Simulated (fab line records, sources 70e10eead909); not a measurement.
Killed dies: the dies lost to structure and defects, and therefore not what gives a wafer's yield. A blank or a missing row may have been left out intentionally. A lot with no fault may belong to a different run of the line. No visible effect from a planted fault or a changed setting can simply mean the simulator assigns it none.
Which tool is to blame?	flow nand-harc	24 lots with 72 wafers sampled at 6 steps, on a route of 1159 steps

## WHAT THE GAUGES READ, wafer by wafer
NHARC_A_BLC_INSPECT_28. Usual: 422 for raw-defect-count, sd 110.
lot	measured	on	raw-defect-count	flag
L077	day 17 19:09	defect-inspect-02	403 406 427	
L075	day 17 21:12	defect-inspect-01	643 434 488	
L074	day 18 00:13	defect-inspect-01	245 661 594	
L079	day 18 01:02	defect-inspect-02	355 628 445	
L078	day 18 02:00	defect-inspect-02	308 289 306	
L076	day 18 03:44	defect-inspect-01	360 432 411	
L080	day 19 00:38	defect-inspect-02	495 332 480	
L084	day 19 16:20	defect-inspect-02	300 288 346	
L082	day 19 19:13	defect-inspect-02	380 293 303	
L081	day 19 23:59	defect-inspect-01	373 339 587	
L083	day 20 03:55	defect-inspect-01	331 357 366	
L086	day 20 12:52	defect-inspect-01	373 347 375	
L089	day 20 13:08	defect-inspect-02	402 548 514	
L087	day 20 16:46	defect-inspect-02	445 368 306	
L085	day 20 17:22	defect-inspect-01	681 577 675	
L088	day 21 10:20	defect-inspect-01	481 320 306	
L090	day 21 11:53	defect-inspect-02	503 395 474	
L091	day 21 19:31	defect-inspect-02	315 360 326	
L092	day 22 13:56	defect-inspect-01	374 515 349	
L094	day 22 14:23	defect-inspect-02	489 424 251	
L093	day 22 23:01	defect-inspect-01	479 344 438	
L096	day 23 07:19	defect-inspect-01	601 449 812	
L095	day 23 06:53	defect-inspect-01	390 386 457	
L097	day 24 00:02	defect-inspect-01	369 276 385	

## WHAT TOOL EACH LOT RAN ON (gives the tool, then ch and the chambers of the sampled wafers, and finally the start)
lot	NHARC_A_CONTACT_ETCH_78	NHARC_A_CONTACT_ETCH_89	NHARC_A_BLC_ETCH_18	NHARC_A_BLC_DEGAS_30	NHARC_A_BLC_ALD_23
L077	rie-diel-01 ch 0,1,3, day 17 17:22 or earlier	rie-diel-13 ch 0,1,3, day 17 17:22 or earlier	rie-diel-06 ch 0,1,3, day 17 17:22 or earlier	pvd-sputter-03, day 17 17:22	ald-metal-04 ch 0,1,3, day 17 17:36
L075	rie-diel-13 ch 0,1, day 17 18:49 or earlier	rie-diel-13 ch 0,1,3, day 17 18:49 or earlier	rie-diel-09 ch 0,2, day 17 18:49	pvd-sputter-01, day 17 19:49	ald-metal-03 ch 2,3, day 17 20:03
L074	rie-diel-01 ch 0,1,2, day 17 22:50 or earlier	rie-diel-01 ch 1,2,3, day 17 22:50 or earlier	rie-diel-06 ch 0,1,3, day 17 22:50 or earlier	pvd-sputter-03, day 17 22:50	ald-metal-02 ch 2,3, day 17 23:05
L079	rie-diel-03 ch 0,1, day 17 23:38 or earlier	rie-diel-13 ch 1,3, day 17 23:38 or earlier	rie-diel-06 ch 0,3, day 17 23:38 or earlier	pvd-sputter-01, day 17 23:38	ald-metal-03 ch 0,1,2, day 17 23:55
L078	rie-diel-13 ch 2,3, day 18 00:37 or earlier	rie-diel-03 ch 0,1, day 18 00:37 or earlier	rie-diel-06 ch 0,2, day 18 00:37 or earlier	pvd-sputter-02, day 18 00:37	ald-metal-03 ch 0,2,3, day 18 00:54
L076	rie-diel-01 ch 1,2,3, day 18 02:18 or earlier	rie-diel-13 ch 0,1,3, day 18 02:18 or earlier	rie-diel-08 ch 0,1,3, day 18 02:18 or earlier	pvd-sputter-03, day 18 02:18	ald-metal-03 ch 0,1, day 18 02:35
L080	rie-diel-01 ch 0,2,3, day 18 22:13 or earlier	rie-diel-13 ch 0,1,2, day 18 22:13 or earlier	rie-diel-06 ch 0,1,3, day 18 22:13 or earlier	pvd-sputter-01, day 18 22:13	ald-metal-02 ch 0,2,3, day 18 22:27
L084	rie-diel-13 ch 0,1,3, day 19 13:59 or earlier	rie-diel-03 ch 2,3, day 19 13:59 or earlier	rie-diel-09 ch 0,1,2, day 19 13:59 or earlier	pvd-sputter-01, day 19 13:59	ald-metal-03 ch 0,1,2, day 19 14:13
L082	rie-diel-01 ch 0,1,3, day 19 17:50 or earlier	rie-diel-01 ch 0,3, day 19 17:50 or earlier	rie-diel-06 ch 0,1,2, day 19 17:50 or earlier	pvd-sputter-02, day 19 17:50	ald-metal-02 ch 0,1,2, day 19 18:05
L081	rie-diel-13 ch 1,2,3, day 19 20:44 or earlier	rie-diel-13 ch 0,2,3, day 19 20:44 or earlier	rie-diel-09 ch 0,1,2, day 19 20:44 or earlier	pvd-sputter-02, day 19 20:44	ald-metal-02 ch 2,3, day 19 21:00
L083	rie-diel-13 ch 0,1,3, day 20 02:32 or earlier	rie-diel-13 ch 0,2,3, day 20 02:32 or earlier	rie-diel-06 ch 0,1,3, day 20 02:32 or earlier	pvd-sputter-02, day 20 02:32	ald-metal-04 ch 2,3, day 20 02:47
L086	rie-diel-01 ch 0,2,3, day 20 10:19 or earlier	rie-diel-03 ch 1,2, day 20 10:19 or earlier	rie-diel-06 ch 0,1,2, day 20 10:19 or earlier	pvd-sputter-01, day 20 10:19	ald-metal-03 ch 0,1,2, day 20 10:35
L089	rie-diel-13 ch 0,1, day 20 10:32 or earlier	rie-diel-01 ch 0,2, day 20 10:32 or earlier	rie-diel-06 ch 0,1,2, day 20 10:32 or earlier	pvd-sputter-01, day 20 10:32	ald-metal-04 ch 0,1,2, day 20 10:47
L087	rie-diel-03 ch 0,3, day 20 15:23 or earlier	rie-diel-13 ch 1,2, day 20 15:23 or earlier	rie-diel-06 ch 0,1,2, day 20 15:23 or earlier	pvd-sputter-03, day 20 15:23	ald-metal-03 ch 0,1,2, day 20 15:41
L085	rie-diel-01 ch 0,2,3, day 20 15:58 or earlier	rie-diel-13 ch 0,1,3, day 20 15:58 or earlier	rie-diel-08 ch 0,1,2, day 20 15:58 or earlier	pvd-sputter-02, day 20 15:58	ald-metal-04 ch 0,2,3, day 20 16:14
L088	rie-diel-03 ch 2,3, day 20 22:30 or earlier	rie-diel-13 ch 0,2, day 20 22:30 or earlier	rie-diel-09 ch 0,1,2, day 20 22:30 or earlier	pvd-sputter-01, day 20 22:30	ald-metal-02 ch 0,1,3, day 20 22:44
L090	rie-diel-13 ch 0,2,3, day 21 03:40 or earlier	rie-diel-13 ch 0,2, day 21 03:40 or earlier	rie-diel-06 ch 0,1, day 21 03:40 or earlier	pvd-sputter-03, day 21 03:40	ald-metal-03 ch 0,1, day 21 03:55
L091	rie-diel-13 ch 1,2,3, day 21 13:25 or earlier	rie-diel-03 ch 0,1,3, day 21 13:25 or earlier	rie-diel-09 ch 0,2,3, day 21 13:25 or earlier	pvd-sputter-03, day 21 13:25	ald-metal-02 ch 0,2,3, day 21 13:40
L092	rie-diel-03 ch 0,2,3, day 22 07:28 or earlier	rie-diel-03 ch 0,1,3, day 22 07:28 or earlier	rie-diel-09 ch 2,3, day 22 07:28 or earlier	pvd-sputter-01, day 22 07:28	ald-metal-03 ch 0,1,2, day 22 07:44
L094	rie-diel-13 ch 0,2,3, day 22 07:53 or earlier	rie-diel-13 ch 0,1,2, day 22 07:53 or earlier	rie-diel-06 ch 0,1,3, day 22 07:53 or earlier	pvd-sputter-02, day 22 07:53	ald-metal-04 ch 0,1,3, day 22 08:09
L093	rie-diel-13 ch 1,2,3, day 22 17:05 or earlier	rie-diel-13 ch 0,2,3, day 22 17:05 or earlier	rie-diel-06 ch 1,2,3, day 22 17:05 or earlier	pvd-sputter-02, day 22 17:05	ald-metal-03 ch 0,1,2, day 22 17:21
L096	rie-diel-13 ch 1,2,3, day 23 01:56 or earlier	rie-diel-01 ch 0,1,2, day 23 01:56 or earlier	rie-diel-08 ch 1,2,3, day 23 01:56 or earlier	pvd-sputter-03, day 23 01:56	ald-metal-03 ch 1,2, day 23 02:11
L095	rie-diel-01 ch 0,3, day 23 01:32 or earlier	rie-diel-13 ch 1,2,3, day 23 01:32 or earlier	rie-diel-06 ch 0,3, day 23 01:32 or earlier	pvd-sputter-02, day 23 01:32	ald-metal-04 ch 2,3, day 23 01:45
L097	rie-diel-01 ch 0,1,2, day 23 17:37 or earlier	rie-diel-13 ch 0,2, day 23 17:37 or earlier	rie-diel-06 ch 0,1,2, day 23 17:37 or earlier	pvd-sputter-03, day 23 17:37	ald-metal-04 ch 0,1,3, day 23 17:53
- NHARC_A_CONTACT_ETCH_78: etches the open film in O2/COS, target depth 2800 nm, time 728 s.
- NHARC_A_CONTACT_ETCH_89: etches the open film in N2/H2, target depth 260 nm, time 475.3 s.
- NHARC_A_BLC_ETCH_18: etches the open film in C4F8/O2/Ar, target depth 910 nm.
- NHARC_A_BLC_DEGAS_30: time 60 s.
- NHARC_A_BLC_ALD_23: deposits TiN, target thk 3 nm, pulse time 1 s, ald cycles 150.

## WHAT THE TOOLS THEMSELVES READ (means of the sampled wafers that have a number; where no wafer has one, the mark that the record gives instead)
NHARC_A_CONTACT_ETCH_78. Usual: drypump-motor-current-A 5.6 A, standard deviation 0.46; oes-product-au 0.994 a.u., standard deviation 0.011; rf-vpp-V 314.8 V, standard deviation 2.5; showerhead-plenum-p-Torr 3.17 Torr, standard deviation 0.17; throttle-valve-pct 28.332 %, standard deviation 0.0095.
lot	tool	drypump-motor-current-A (A)	oes-product-au (a.u.)	rf-vpp-V (V)	showerhead-plenum-p-Torr (Torr)	throttle-valve-pct (%)	flag
L077	rie-diel-01	5.4	0.992	317.7	3.31	28.322	
L075	rie-diel-13	6.0	0.999	313.1	3.08	28.328	
L074	rie-diel-01	5.8	0.991	317.0	3.32	28.334	
L079	rie-diel-03	5.7	1.005	313.1	3.12	28.340	
L078	rie-diel-13	5.5	1.001	310.6	2.90	28.331	
L076	rie-diel-01	5.5	0.993	316.8	3.28	28.328	
L080	rie-diel-01	5.7	0.984	316.1	3.29	28.336	
L084	rie-diel-13	5.6	1.000	312.6	3.04	28.331	
L082	rie-diel-01	5.4	0.997	316.4	3.30	28.332	
L081	rie-diel-13	5.5	0.994	312.9	3.01	28.327	
L083	rie-diel-13	5.6	0.999	313.1	3.04	28.341	
L086	rie-diel-01	5.8	0.977	315.1	3.28	28.333	
L089	rie-diel-13	6.0	1.001	314.4	3.16	28.331	
L087	rie-diel-03	5.7	0.991	314.5	3.13	28.338	
L085	rie-diel-01	5.7	0.975	316.3	3.28	28.316	
L088	rie-diel-03	5.5	1.010	314.9	3.13	28.326	
L090	rie-diel-13	5.6	0.987	315.8	3.24	28.340	
L091	rie-diel-13	5.5	0.991	317.0	3.33	28.320	
L092	rie-diel-03	5.6	0.999	314.1	3.12	28.335	
L094	rie-diel-13	5.6	1.000	315.8	3.24	28.338	
L093	rie-diel-13	5.5	0.984	317.1	3.33	28.335	
L096	rie-diel-13	5.5	0.994	316.8	3.33	28.334	
L095	rie-diel-01	5.6	0.985	316.6	3.30	28.332	
L097	rie-diel-01	5.8	0.989	315.9	3.30	28.331	

NHARC_A_CONTACT_ETCH_89. Usual: drypump-motor-current-A 5.7 A, standard deviation 0.46; oes-product-au 0.994 a.u., standard deviation 0.011; rf-vpp-V 431 V, standard deviation 3.4; showerhead-plenum-p-Torr 2.06 Torr, standard deviation 0.12; throttle-valve-pct 14.171 %, standard deviation 0.0089.
lot	tool	drypump-motor-current-A (A)	oes-product-au (a.u.)	rf-vpp-V (V)	showerhead-plenum-p-Torr (Torr)	throttle-valve-pct (%)	flag
L077	rie-diel-13	5.6	0.993	428	1.98	14.179	
L075	rie-diel-13	5.6	0.998	429	1.98	14.162	
L074	rie-diel-01	5.5	0.985	434	2.15	14.162	
L079	rie-diel-13	5.5	1.005	430	2.04	14.174	
L078	rie-diel-03	5.7	1.005	429	2.00	14.174	
L076	rie-diel-13	5.6	1.002	429	1.98	14.181	
L080	rie-diel-13	5.9	1.002	429	1.98	14.178	
L084	rie-diel-03	5.5	1.017	431	2.05	14.164	
L082	rie-diel-01	5.3	0.987	434	2.15	14.169	
L081	rie-diel-13	5.6	0.996	426	1.90	14.175	
L083	rie-diel-13	5.6	0.990	426	1.90	14.170	
L086	rie-diel-03	5.5	1.014	430	2.03	14.173	
L089	rie-diel-01	6.0	0.987	435	2.18	14.168	
L087	rie-diel-13	5.9	0.988	434	2.16	14.163	
L085	rie-diel-13	5.6	1.002	431	2.10	14.169	
L088	rie-diel-13	5.9	0.987	433	2.13	14.167	
L090	rie-diel-13	6.0	0.990	430	2.03	14.180	
L091	rie-diel-03	5.7	1.000	430	2.00	14.169	
L092	rie-diel-03	5.7	1.007	430	2.00	14.164	
L094	rie-diel-13	5.9	0.982	431	2.10	14.169	
L093	rie-diel-13	5.6	0.992	433	2.12	14.173	
L096	rie-diel-01	5.8	0.997	434	2.17	14.168	
L095	rie-diel-13	5.5	0.991	435	2.19	14.172	
L097	rie-diel-13	5.9	0.993	432	2.12	14.165	

NHARC_A_BLC_ETCH_18. Usual: oes-product-au 0.954 a.u., standard deviation 0.023; rf-vpp-V 976 V, standard deviation 5.9.
lot	tool	oes-product-au (a.u.)	rf-vpp-V (V)	flag
L077	rie-diel-06	0.921	978	
L075	rie-diel-09	0.911	983	
L074	rie-diel-06	0.965	978	
L079	rie-diel-06	0.978	979	
L078	rie-diel-06	0.941	970	
L076	rie-diel-08	0.943	974	
L080	rie-diel-06	0.966	980	
L084	rie-diel-09	0.971	980	
L082	rie-diel-06	0.969	973	
L081	rie-diel-09	0.971	981	
L083	rie-diel-06	0.945	978	
L086	rie-diel-06	0.976	973	
L089	rie-diel-06	0.956	973	
L087	rie-diel-06	0.962	973	
L085	rie-diel-08	0.933	977	
L088	rie-diel-09	0.968	981	
L090	rie-diel-06	0.960	978	
L091	rie-diel-09	0.951	978	
L092	rie-diel-09	0.961	974	
L094	rie-diel-06	0.917	978	
L093	rie-diel-06	0.967	978	
L096	rie-diel-08	0.988	973	
L095	rie-diel-06	0.917	975	
L097	rie-diel-06	0.929	974	

NHARC_A_BLC_DEGAS_30. Usual: 463 W for heater-power-w, sd 51.
lot	tool	heater-power-w (W)	flag
L077	pvd-sputter-03	467	
L075	pvd-sputter-01	419	
L074	pvd-sputter-03	495	
L079	pvd-sputter-01	506	
L078	pvd-sputter-02	471	
L076	pvd-sputter-03	460	
L080	pvd-sputter-01	469	
L084	pvd-sputter-01	447	
L082	pvd-sputter-02	444	
L081	pvd-sputter-02	446	
L083	pvd-sputter-02	441	
L086	pvd-sputter-01	456	
L089	pvd-sputter-01	452	
L087	pvd-sputter-03	456	
L085	pvd-sputter-02	444	
L088	pvd-sputter-01	413	
L090	pvd-sputter-03	460	
L091	pvd-sputter-03	461	
L092	pvd-sputter-01	459	
L094	pvd-sputter-02	423	
L093	pvd-sputter-02	445	
L096	pvd-sputter-03	452	
L095	pvd-sputter-02	416	
L097	pvd-sputter-03	467	

NHARC_A_BLC_ALD_23. Usual: heater-power-w 1069 W, standard deviation 120; precursor-pulse-height-rel 1.003, standard deviation 0.021.
lot	tool	heater-power-w (W)	precursor-pulse-height-rel	flag
L077	ald-metal-04	1097	1.006	
L075	ald-metal-03	1112	0.993	
L074	ald-metal-02	1087	1.020	
L079	ald-metal-03	1011	1.010	
L078	ald-metal-03	1023	0.978	
L076	ald-metal-03	952	1.005	
L080	ald-metal-02	1102	1.004	
L084	ald-metal-03	1027	1.014	
L082	ald-metal-02	1103	1.014	
L081	ald-metal-02	1091	1.014	
L083	ald-metal-04	1029	1.004	
L086	ald-metal-03	1022	1.011	
L089	ald-metal-04	1064	0.991	
L087	ald-metal-03	1022	1.001	
L085	ald-metal-04	1008	0.995	
L088	ald-metal-02	1088	0.993	
L090	ald-metal-03	952	1.008	
L091	ald-metal-02	1118	0.999	
L092	ald-metal-03	1032	1.000	
L094	ald-metal-04	1055	1.001	
L093	ald-metal-03	1025	1.013	
L096	ald-metal-03	1097	1.018	
L095	ald-metal-04	1033	1.006	
L097	ald-metal-04	1069	1.015	

## THE ANSWER, worked out from the rows above alone
Rule: lot off if the mean of its wafers having a number is beyond 3 standard deviations from the usual mean. A lot without any number at a reading at which 4 lots or more have one is off too. Where the step has rows for the other lots, those lots are counted as sound. Order of review: gauges by route order, followed by the tools' own readings, for which a lot's mean as printed above is used. At the first step where some lot is off, the reading lying furthest off is the one used; lots without a number count as furthest.
None of the lots is off at any reading shown; this tells nothing.

## WHAT HAD BEEN PUT IN BY THE SIMULATOR
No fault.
